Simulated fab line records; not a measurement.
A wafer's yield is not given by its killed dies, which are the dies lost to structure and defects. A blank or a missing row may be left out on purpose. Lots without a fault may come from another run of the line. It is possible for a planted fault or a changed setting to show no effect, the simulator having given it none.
fab line records	flow nandHarc
[record] lots = 5	wafers = 15	lastDay = 33
route steps=1302 shown P_M1@291 END@1302
lots untouched by any fault: they come from a run of this same line in which no faults occurred
startH: hours from the record's opening day to when the first of the lot's shown wafers began	waitH: hours since the lot's step before	" same as the row above	L1.1+2: a single row standing in for several wafers	- value missing, or start not given	* or withheld: withheld	< > ~ a bound
route shown NAME@n: NAME is a module with steps in the file, n the number in the route of the first one	usual: average and standard deviation across the fault-free wafers	same: alike in all rows	chamber/n: place in a boat	sites: each site's reading	_std_site: standard deviation of those values	_edge_site: inner sites' mean taken away from outer sites' mean	radiusMm: for every site, how far away it sits from the centre of the wafer	mask NAME#n: copy n	behind: the last tool/chamber to shape the wafer	hold: reason for holding the lot/hours on hold/outcome of the hold	device: whichever transistor did not switch (one of n, p or np)	end of line: tests run on the same wafers once the route is complete	a step without rows: its recipe alone	killed: not the wafer's yield, but the dies lost to structure and defects at the first sort	map: the dies of a wafer, with x for killed, . for not killed, _ for no die there
set.NAME: the setting that was run; set.NAME@STEP: the one run at that earlier step	model.NAME: the simulator's own value behind a step, which no gauge read
a table for each step, a row for each wafer; lots at some steps of the route
services: when a tool's chamber went out of use (startH, in hours from the record's first day, below 0 if earlier), for how many hours, and the reason
[[steps]]
[step NHARC_P_M1_EBR_05]
[step NHARC_P_M1_EXPOSE_06]
[recipe] na = 1.35	targetCdNm = 130	doseMj = 81.88	maskId = P_M1
[step NHARC_P_M1_PEB_07]
[recipe] pebTempC = 100	pebTimeS = 65
[step NHARC_P_M1_DEVELOP_08]
[recipe] developTimeS = 35	devTempC = 23
[step NHARC_P_M1_CD_MEAS_09]
[recipe] targetCdNm = 130	landingEnergyEv = 500
[usual] cdNm = 130.0/0.49
lot.wafer	tool	chamber	startH	waitH	cdNm
L786.1	cdSem-02	0	215.60	-	129.8
L786.2	"	0	"	"	129.8
L786.4	"	0	"	"	129.5
L791.1	cdSem-01	0	274.66	-	130.4
L791.2	"	0	"	"	129.7
L791.5	"	0	"	"	130.9
L797.1	cdSem-03	0	331.66	-	130.0
L797.4	"	0	"	"	129.4
L797.5	"	0	"	"	130.8
L799.4	cdSem-03	0	343.21	-	129.6
L799.5	"	0	"	"	129.6
L799.6	"	0	"	"	129.6
L800.2	cdSem-03	0	357.00	-	129.5
L800.3	"	0	"	"	130.1
L800.4	"	0	"	"	130.2
[step NHARC_P_M1_OVL_MEAS_10]
[recipe] pitchNm = 260
[usual] overlayXNm = -0.2/0.77	overlayYNm = -0.2/0.69
lot.wafer	tool	chamber	startH	waitH	overlayXNm	overlayYNm
L786.1	overlay-01	-	215.69	-	-0.1	-0.1
L786.2	"	-	"	"	0.2	-0.3
L786.4	"	-	"	"	0.0	0.1
L791.1	overlay-02	-	274.75	-	-0.1	1.2
L791.2	"	-	"	"	-0.3	0.6
L791.5	"	-	"	"	-0.1	0.9
L797.1	overlay-02	-	331.75	-	-0.9	0.7
L797.4	"	-	"	"	-0.5	0.6
L797.5	"	-	"	"	-1.1	0.8
L799.4	overlay-01	-	343.29	-	-0.6	-0.8
L799.5	"	-	"	"	-0.9	-0.4
L799.6	"	-	"	"	-0.9	-0.3
L800.2	overlay-01	-	357.08	-	1.0	-0.1
L800.3	"	-	"	"	0.9	-0.7
L800.4	"	-	"	"	0.8	-0.1
[step NHARC_P_M1_INSPECT_11]
[usual] rawDefectCount = 4.7/2.7
lot.wafer	tool	chamber	startH	waitH	rawDefectCount
L786.1	defectInspect-02	-	215.72	0.0	6
L786.2	"	-	"	"	6
L786.4	"	-	"	"	5
L791.1	defectInspect-02	-	274.79	0.0	10
L791.2	"	-	"	"	11
L791.5	"	-	"	"	11
L797.1	defectInspect-02	-	331.79	0.0	2
L797.4	"	-	"	"	7
L797.5	"	-	"	"	7
L799.4	defectInspect-01	-	343.33	0.0	3
L799.5	"	-	"	"	3
L799.6	"	-	"	"	5
L800.2	defectInspect-01	-	357.12	0.0	5
L800.3	"	-	"	"	3
L800.4	"	-	"	"	4
[step NHARC_P_M1_DESCUM_14]
[recipe] timeS = 3	o2FlowSccm = 200	arFlowSccm = 0	biasPowerW = 0	chemistry = O2
[usual] drypumpMotorCurrentA = 5.6/0.44	oesProductAu = 1.000/0.0073	rfVppV = 57.6/0.83	showerheadPlenumPTorr = 1.89/0.037	throttleValvePct = 11.312/0.0094
[same] biasPowerW = 0
lot.wafer	tool	chamber	startH	waitH	drypumpMotorCurrentA	oesProductAu	rfHoursCounterH	rfVppV	showerheadPlenumPTorr	throttleValvePct
L786.4	rieDiel-13	1	215.78	0.1	5.1	0.997	3	56.6	1.85	11.327
L786.1	"	2	"	"	5.4	0.986	3	57.7	1.97	11.299
L786.2	"	0	"	"	6.3	0.988	3	58.6	1.86	11.309
L791.2	rieDiel-13	3	274.86	0.1	5.7	0.994	5	58.2	1.87	11.302
L791.1	"	0	"	"	6.3	0.998	6	57.1	1.86	11.321
L791.5	"	2	"	"	5.4	0.992	-	59.9	1.96	11.315
L797.4	rieDiel-13	1	331.86	0.1	5.1	1.017	9	58.0	1.85	11.314
L797.1	"	2	"	"	5.4	1.001	9	57.1	1.96	11.308
L797.5	"	1	"	"	5.1	1.009	-	58.0	1.85	11.310
L799.4	rieDiel-06	0	343.41	0.1	4.8	0.997	2	58.8	1.90	11.307
L799.5	"	1	"	"	5.6	1.001	-	57.2	1.86	11.314
L799.6	"	2	"	"	5.5	0.997	-	58.0	1.89	11.311
L800.3	rieDiel-13	3	357.18	0.1	5.7	1.015	0	57.2	1.87	11.312
L800.4	"	1	"	"	5.1	1.006	0	57.9	1.85	11.310
L800.2	"	2	"	"	5.4	1.004	0	59.9	1.96	11.309
[step NHARC_P_M1_ETCH_35]
[recipe] targetDepthA = 400	overetchA = 120	timeS = 43.94	ionEnergyEv = 200	n2FlowSccm = 150	h2FlowSccm = 150	arFlowSccm = 0	rfW = 400	biasW = 150	chemistry = N2/H2
[usual] drypumpMotorCurrentA = 5.6/0.44	n2FlowSccm = 150.0/0.39	oesProductAu = 0.999/0.0067	rfVppV = 429.7/1.5	showerheadPlenumPTorr = 2.01/0.042	throttleValvePct = 14.172/0.0097
lot.wafer	tool	chamber	startH	waitH	drypumpMotorCurrentA	n2FlowSccm	oesProductAu	rfHoursCounterH	rfVppV	showerheadPlenumPTorr	throttleValvePct
L786.1	rieDiel-13	2	215.87	0.1	5.4	149.8	0.989	3	432.1	2.10	14.177
L786.4	"	3	"	"	5.8	150.3	0.975	2	430.7	1.99	14.171
L786.2	"	0	"	"	6.3	151.4	0.987	3	427.5	1.98	14.177
L791.2	rieDiel-13	1	274.93	0.1	5.1	149.7	1.002	6	429.3	1.97	14.170
L791.1	"	0	"	"	6.3	149.9	0.990	6	427.8	1.98	14.177
L791.5	"	2	"	"	5.4	149.8	0.996	-	432.1	2.10	14.183
L797.1	rieDiel-13	1	331.94	0.1	5.0	150.7	1.000	9	429.2	1.97	14.192
L797.4	"	3	"	"	5.7	150.1	0.994	8	430.1	1.99	14.163
L797.5	"	0	"	"	6.3	149.5	0.987	-	428.7	1.98	14.171
L799.4	rieDiel-06	2	343.48	0.1	5.5	150.2	1.000	2	430.1	2.02	14.180
L799.5	"	0	"	"	4.8	150.3	0.999	-	429.6	2.02	14.157
L799.6	"	1	"	"	5.6	149.5	1.004	-	428.9	1.98	14.170
L800.2	rieDiel-13	1	357.26	0.1	5.1	149.8	1.003	0	429.5	1.97	14.164
L800.4	"	2	"	"	5.4	150.3	0.995	0	432.5	2.09	14.176
L800.3	"	0	"	"	6.3	149.4	0.997	0	428.9	1.98	14.168
[step NHARC_P_M1_ETCH_15]
[recipe] targetDepthA = 1825	timeS = 91.2	c4f8FlowSccm = withheld	arFlowSccm = 400	rfW = 600	biasW = 300	chemistry = C4F8/Ar
[usual] oesProductAu = 0.952/0.021	rfVppV = 439.9/1.3
lot.wafer	tool	chamber	startH	waitH	oesProductAu	rfHoursCounterH	rfVppV
L786.1	rieDiel-13	2	-	-	0.963	3	441.5
L786.4	"	3	"	"	0.988	2	439.4
L786.2	"	1	"	"	0.965	3	439.4
L791.2	rieDiel-13	1	-	-	0.934	6	438.9
L791.1	"	3	"	"	0.964	5	439.2
L791.5	"	0	"	"	0.926	-	439.5
L797.1	rieDiel-13	1	-	-	0.939	9	439.6
L797.4	"	2	"	"	0.962	9	442.3
L797.5	"	1	"	"	0.952	-	439.1
L799.4	rieDiel-06	1	-	-	0.944	2	440.1
L799.6	"	3	"	"	0.959	-	439.7
L799.5	"	0	"	"	0.962	-	438.5
L800.3	rieDiel-13	3	-	-	0.965	0	438.8
L800.4	"	0	"	"	0.962	0	438.9
L800.2	"	2	"	"	0.970	0	442.9
[step NHARC_P_M1_CD_MEAS_16]
[usual] cdNm = 130.0/0.63
lot.wafer	tool	chamber	startH	waitH	cdNm
L786.1	cdSem-03	-	216.09	-	129.6
L786.2	"	-	"	"	129.5
L786.4	"	-	"	"	130.1
L791.1	cdSem-02	-	275.15	-	130.7
L791.2	"	-	"	"	129.8
L791.5	"	-	"	"	131.4
L797.1	cdSem-01	-	332.15	-	130.4
L797.4	"	-	"	"	129.8
L797.5	"	-	"	"	130.5
L799.4	cdSem-02	-	343.70	-	129.4
L799.5	"	-	"	"	129.3
L799.6	"	-	"	"	129.3
L800.2	cdSem-03	-	357.49	-	129.5
L800.3	"	-	"	"	130.6
L800.4	"	-	"	"	129.6
[step NHARC_P_M1_STRIP_18]
[recipe] powerW = 1000	n2FlowSccm = 150	h2FlowSccm = 150	arFlowSccm = 0	biasW = 0	chemistry = N2/H2
[usual] drypumpMotorCurrentA = 5.6/0.46	n2FlowSccm = 150.1/0.48	oesProductAu = 0.999/0.0072	rfVppV = 90.5/0.79	showerheadPlenumPTorr = 2.01/0.042	throttleValvePct = 14.171/0.0083
lot.wafer	tool	chamber	startH	waitH	drypumpMotorCurrentA	n2FlowSccm	oesProductAu	rfHoursCounterH	rfVppV	showerheadPlenumPTorr	throttleValvePct
L786.4	rieDiel-06	3	216.16	0.1	6.1	150.7	0.991	7	90.1	2.00	14.180
L786.2	"	0	"	"	4.8	149.8	0.994	4	91.0	2.03	14.166
L786.1	"	2	"	"	5.5	149.8	0.987	6	90.2	2.02	14.189
L791.1	rieDiel-13	3	275.23	0.1	5.7	150.2	1.007	5	90.0	1.99	14.174
L791.2	"	0	"	"	6.3	149.5	0.995	6	89.8	1.98	14.157
L791.5	"	0	"	"	6.3	149.1	1.000	-	91.0	1.98	14.176
L797.4	rieDiel-13	0	332.23	0.1	6.3	150.1	1.005	9	90.8	1.98	14.167
L797.1	"	2	"	"	5.4	149.4	0.996	9	90.2	2.09	14.174
L797.5	"	1	"	"	5.1	149.6	1.005	-	91.8	1.97	14.159
L799.4	rieDiel-06	0	343.79	0.1	4.8	150.5	0.988	2	88.8	2.02	14.171
L799.5	"	3	"	"	6.1	150.0	0.992	-	89.7	2.00	14.157
L799.6	"	0	"	"	4.8	150.1	0.994	-	90.9	2.02	14.168
L800.4	rieDiel-06	0	357.56	0.1	4.8	149.8	0.996	3	90.7	2.02	14.165
L800.3	"	2	"	"	5.5	150.6	0.998	4	89.8	2.02	14.175
L800.2	"	3	"	"	6.1	150.4	1.007	3	89.6	2.00	14.163
[step NHARC_P_M1_ETCH_28]
[recipe] targetDepthA = 300	overEtchFrac = 0.3	timeS = 72.99	ionEnergyEv = 150	cf4FlowSccm = 50	n2FlowSccm = 100	arFlowSccm = 150	rfW = 300	biasW = 100	chemistry = CF4/N2
[usual] drypumpMotorCurrentA = 5.6/0.44	n2FlowSccm = 100.0/0.3	oesProductAu = 0.999/0.0072	rfVppV = 313.5/1.2	showerheadPlenumPTorr = 2.59/0.051	throttleValvePct = 19.794/0.0089
lot.wafer	tool	chamber	startH	waitH	drypumpMotorCurrentA	n2FlowSccm	oesProductAu	rfHoursCounterH	rfVppV	showerheadPlenumPTorr	throttleValvePct
L786.2	rieDiel-06	1	216.41	-	5.6	99.5	1.005	6	312.9	2.56	19.792
L786.4	"	2	"	"	5.5	100.0	0.865	6	312.7	2.61	19.794
L786.1	"	3	"	"	6.1	99.5	0.864	7	312.6	2.58	19.798
L791.1	rieDiel-13	0	275.47	-	6.4	100.0	1.002	6	313.0	2.56	19.789
L791.2	"	2	"	"	5.4	99.8	1.002	6	314.7	2.69	19.791
L791.5	"	1	"	"	5.1	99.4	1.008	-	312.5	2.55	19.789
L797.4	rieDiel-13	2	332.64	-	5.4	100.1	1.003	10	315.9	2.69	19.791
L797.1	"	3	"	"	5.8	100.1	0.995	8	313.3	2.57	19.787
L797.5	"	3	"	"	5.7	100.3	0.999	-	313.9	2.57	19.797
L799.4	rieDiel-06	2	344.02	-	5.5	100.1	0.998	2	313.4	2.60	19.790
L799.6	"	0	"	"	4.8	100.6	0.996	-	313.4	2.60	19.790
L799.5	"	1	"	"	5.6	100.0	1.001	-	313.6	2.55	19.796
L800.3	rieDiel-06	2	357.80	-	5.5	99.9	0.995	4	313.5	2.60	19.807
L800.2	"	0	"	"	4.8	100.2	0.984	3	313.5	2.60	19.802
L800.4	"	1	"	"	5.6	100.2	0.998	4	312.0	2.55	19.773
[step NHARC_P_M1_STRIP_19]
[recipe] timeS = 600	tempC = 30	chemistry = postEtchResidueRemover
[step NHARC_END_SORT_01]
[recipe] tempC = 25
[usual] defectLimitedYield = 91.4/2.6	killedAtArray = 53/18	killedAtOther = 0.9/1.3	killedAtPeriphery = 4/3.1	killedDies = 58/18	killedOpen = 3.4/2	killedShort = 2.5/1.8	sort_bin_2_pct = 3.1/1.2	sort_bin_3_pct = 0.7/0.38	sort_bin_4_pct = 4.8/1.5	sortNPass = 619/18	sortRimYieldPct = 90/4.6	sortYieldPct = 91.4/2.6
[same] grossDies = 677	sort_bin_5_pct[%] = 0	sort_bin_6_pct[%] = 0	sort_bin_7_pct[%] = 0	sort_bin_8_pct[%] = 0	sortRimNGross = 106.00
lot.wafer	tool	chamber	startH	waitH	defectLimitedYield[%]	killedAtArray	killedAtOther	killedAtPeriphery	killedDies	killedOpen	killedShort	sort_bin_2_pct[%]	sort_bin_3_pct[%]	sort_bin_4_pct[%]	sortNPass	sortRimYieldPct[%]	sortYieldPct[%]
L786.1	prober-01	0	656.13	2.6	90.4	56	1	8	65	6	6	4.4	0.4	4.7	612	84	90.4
L786.2	prober-01	0	656.93	2.9	89.7	60	1	9	70	5	4	2.5	1.2	6.6	607	93	89.7
L786.4	prober-01	0	658.54	3.4	88.6	70	1	6	77	2	1	3.7	0.4	7.2	600	92	88.6
L791.1	prober-01	0	697.31	2.5	93.8	34	0	8	42	6	1	2.7	0.4	3.1	635	90	93.8
L791.2	prober-01	0	698.11	2.8	91.6	44	1	12	57	4	4	2.5	0.9	5.0	620	96	91.6
L791.5	prober-01	0	700.52	3.7	93.2	35	0	11	46	1	1	2.2	0.3	4.3	631	97	93.2
L797.1	prober-01	0	771.47	2.5	90.3	63	0	3	66	7	5	3.8	0.9	5.0	611	85	90.3
L797.4	prober-01	0	773.93	3.5	89.4	65	3	4	72	2	2	3.8	0.6	6.2	605	85	89.4
L797.5	prober-01	0	774.75	3.8	90.7	56	2	5	63	4	0	2.5	0.6	6.2	614	85	90.7
L799.4	prober-02	0	781.59	3.4	90.7	58	0	5	63	6	1	3.8	0.7	4.7	614	89	90.7
L799.5	prober-02	0	782.39	3.7	91.0	59	0	2	61	1	5	3.2	0.6	5.2	616	90	91.0
L799.6	prober-02	0	783.19	4.0	90.3	64	0	2	66	2	2	3.8	0.4	5.5	611	87	90.3
L800.2	prober-01	0	794.88	2.8	88.2	74	1	5	80	6	4	4.3	0.4	7.1	597	86	88.2
L800.3	prober-01	0	795.69	3.1	93.2	43	1	2	46	3	0	3.4	0.9	2.5	631	88	93.2
L800.4	prober-01	0	796.49	3.4	91.9	50	1	4	55	2	2	3.5	1.0	3.5	622	91	91.9
// killed by level:class
L786.1 A_CHANNEL_HOLE_D1:chamberFilmFlake=19 A_CHANNEL_HOLE_D2:chamberFilmFlake=14 A_CONTACT:chamberFilmFlake=7 A_ONON_D2:geometricParticle:short=3 P_BONDPAD:chamberFilmFlake=3 A_ONON_D1:geometricParticle:short=2 A_CHANNEL_FILL_D2:geometricParticle:open=2 A_STAIRCASE:chamberFilmFlake=2
L786.2 A_CHANNEL_HOLE_D1:chamberFilmFlake=29 A_CHANNEL_HOLE_D2:chamberFilmFlake=14 P_BONDPAD:chamberFilmFlake=4 A_CONTACT:chamberFilmFlake=4 A_CHANNEL_FILL_D2:geometricParticle:short=2 A_SLIT:chamberFilmFlake=2 P_CONTACT:geometricParticle:open=1 P_M0:geometricParticle:open=1
L786.4 A_CHANNEL_HOLE_D1:chamberFilmFlake=41 A_CHANNEL_HOLE_D2:chamberFilmFlake=15 A_CONTACT:chamberFilmFlake=6 P_CONTACT:chamberFilmFlake=3 A_STAIRCASE:chamberFilmFlake=3 P_CONTACT:geometricParticle:open=1 P_M0:geometricParticle:open=1 A_DECK1_JOINT:geometricParticle:short=1
L791.1 A_CHANNEL_HOLE_D1:chamberFilmFlake=19 P_CONTACT:chamberFilmFlake=5 A_SLIT:chamberFilmFlake=5 A_STAIRCASE:chamberFilmFlake=4 P_GATE:geometricParticle:short=1 P_GATE:geometricParticle:open=1 P_CONTACT:geometricParticle:open=1 A_CHANNEL_HOLE_D1:geometricParticle:open=1
L791.2 A_CHANNEL_HOLE_D1:chamberFilmFlake=36 P_CONTACT:chamberFilmFlake=9 A_ZERO_WELL:chamberFilmFlake=2 P_M1:geometricParticle:open=1 P_M1:geometricParticle:short=1 A_SOURCE_PLATE:geometricParticle:open=1 A_CHANNEL_FILL_D1:geometricParticle:short=1 A_CHANNEL_FILL_D2:geometricParticle:open=1
L791.5 A_CHANNEL_HOLE_D1:chamberFilmFlake=30 P_CONTACT:chamberFilmFlake=10 A_SLIT:chamberFilmFlake=2 P_M0:geometricParticle:open=1 A_SOURCE_PLATE:geometricParticle:short=1 A_STAIRCASE:chamberFilmFlake=1 A_WL_FILL:chamberFilmFlake=1
L797.1 A_CHANNEL_HOLE_D2:chamberFilmFlake=20 A_CHANNEL_HOLE_D1:chamberFilmFlake=13 A_CONTACT:chamberFilmFlake=10 A_SLIT:chamberFilmFlake=4 A_CHANNEL_HOLE_D2:geometricParticle:short=2 A_CHANNEL_FILL_D2:geometricParticle:open=2 A_STAIRCASE:chamberFilmFlake=2 A_WL_FILL:chamberFilmFlake=2
L797.4 A_CHANNEL_HOLE_D2:chamberFilmFlake=24 A_CHANNEL_HOLE_D1:chamberFilmFlake=12 A_CONTACT:chamberFilmFlake=12 A_SLIT:chamberFilmFlake=10 P_GATE:chamberFilmFlake=3 THIN_TSV:chamberFilmFlake=3 A_ONON_D1:geometricParticle:short=1 A_CHANNEL_HOLE_D2:geometricParticle:open=1
L797.5 A_CHANNEL_HOLE_D2:chamberFilmFlake=27 A_CHANNEL_HOLE_D1:chamberFilmFlake=9 A_SLIT:chamberFilmFlake=8 A_CONTACT:chamberFilmFlake=5 P_GATE:chamberFilmFlake=3 A_ONON_D2:geometricParticle:open=2 A_STAIRCASE:chamberFilmFlake=2 P_CONTACT:geometricParticle:open=1
L799.4 A_CHANNEL_HOLE_D2:chamberFilmFlake=29 A_SLIT:chamberFilmFlake=18 P_STI:chamberFilmFlake=2 A_CHANNEL_HOLE_D1:unspecified=2 A_CONTACT:chamberFilmFlake=2 P_GATE:geometricParticle:open=1 P_CONTACT:geometricParticle:open=1 P_M0:geometricParticle:open=1
L799.5 A_CHANNEL_HOLE_D2:chamberFilmFlake=31 A_SLIT:chamberFilmFlake=20 A_WL_FILL:geometricParticle:short=2 A_ZERO_WELL:chamberFilmFlake=2 A_CONTACT:chamberFilmFlake=2 P_GATE:geometricParticle:open=1 P_M2:geometricParticle:short=1 A_ONON_D1:geometricParticle:short=1
L799.6 A_SLIT:chamberFilmFlake=31 A_CHANNEL_HOLE_D2:chamberFilmFlake=22 A_STAIRCASE:chamberFilmFlake=2 A_SOURCE_PLATE:geometricParticle:open=1 A_ONON_D1:geometricParticle:open=1 A_SGD_CUT:geometricParticle:short=1 A_WL_FILL:geometricParticle:short=1 P_STI:chamberFilmFlake=1
L800.2 A_CHANNEL_HOLE_D2:chamberFilmFlake=21 A_SLIT:chamberFilmFlake=21 A_CONTACT:chamberFilmFlake=10 A_CHANNEL_HOLE_D1:chamberFilmFlake=9 A_BLC:geometricParticle:open=2 A_CHANNEL_FILL_D2:chamberFilmFlake=2 A_WL_FILL:chamberFilmFlake=2 P_M0:geometricParticle:open=1
L800.3 A_CHANNEL_HOLE_D2:chamberFilmFlake=16 A_SLIT:chamberFilmFlake=14 A_CONTACT:chamberFilmFlake=5 A_CHANNEL_HOLE_D1:chamberFilmFlake=3 A_WL_FILL:chamberFilmFlake=2 A_SOURCE_PLATE:geometricParticle:open=1 A_ONON_D2:geometricParticle:open=1 A_WL_FILL:geometricParticle:open=1
L800.4 A_CHANNEL_HOLE_D2:chamberFilmFlake=15 A_SLIT:chamberFilmFlake=15 A_CHANNEL_HOLE_D1:chamberFilmFlake=7 A_CONTACT:chamberFilmFlake=6 P_ZERO_WELL:chamberFilmFlake=2 A_CHANNEL_FILL_D1:chamberFilmFlake=2 A_STAIRCASE:chamberFilmFlake=2 P_M0:geometricParticle:short=1
[[services]]
tool	chamber	startH	hours	kind
rieDiel-13	0	198.50	-	clean
rieDiel-13	1	198.50	-	clean
rieDiel-13	2	198.50	-	clean
rieDiel-13	3	198.50	-	clean
rieDiel-13	0	223.00	-	clean
rieDiel-13	1	223.00	-	clean
rieDiel-13	2	223.00	-	clean
rieDiel-13	3	223.00	-	clean
rieDiel-13	0	247.50	-	clean
rieDiel-13	1	247.50	-	clean
rieDiel-13	2	247.50	-	clean
rieDiel-13	3	247.50	-	clean
rieDiel-13	0	272.00	-	clean
rieDiel-13	1	272.00	-	clean
rieDiel-13	2	272.00	-	clean
rieDiel-13	3	272.00	-	clean
rieDiel-06	3	282.38	6.4	repair
rieDiel-13	0	296.52	-	clean
rieDiel-13	1	296.52	-	clean
rieDiel-13	2	296.52	-	clean
rieDiel-06	-	307.59	9.0	pm
rieDiel-13	1	310.49	7.6	repair
rieDiel-13	-	336.36	2.4	repair
rieDiel-13	-	342.00	9.0	pm
[[key]]
[firstSign] step = NHARC_P_M1_ETCH_28	reading = oesProductAu	direction = down	sigmas = 19	usual = 0.999	struck = 0.865
effect none on later readings
metAt NHARC_P_M1_ETCH_28
struckWafers L786.1,L786.4
[fault] kind = processParameterDrift	tool = rieDiel-06	chamber = -	onsetH = 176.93	steps = NHARC_P_M1_ETCH_28	channel = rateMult	offset = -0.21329	shape = step	endH = 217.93	scope = struckWafersOnly
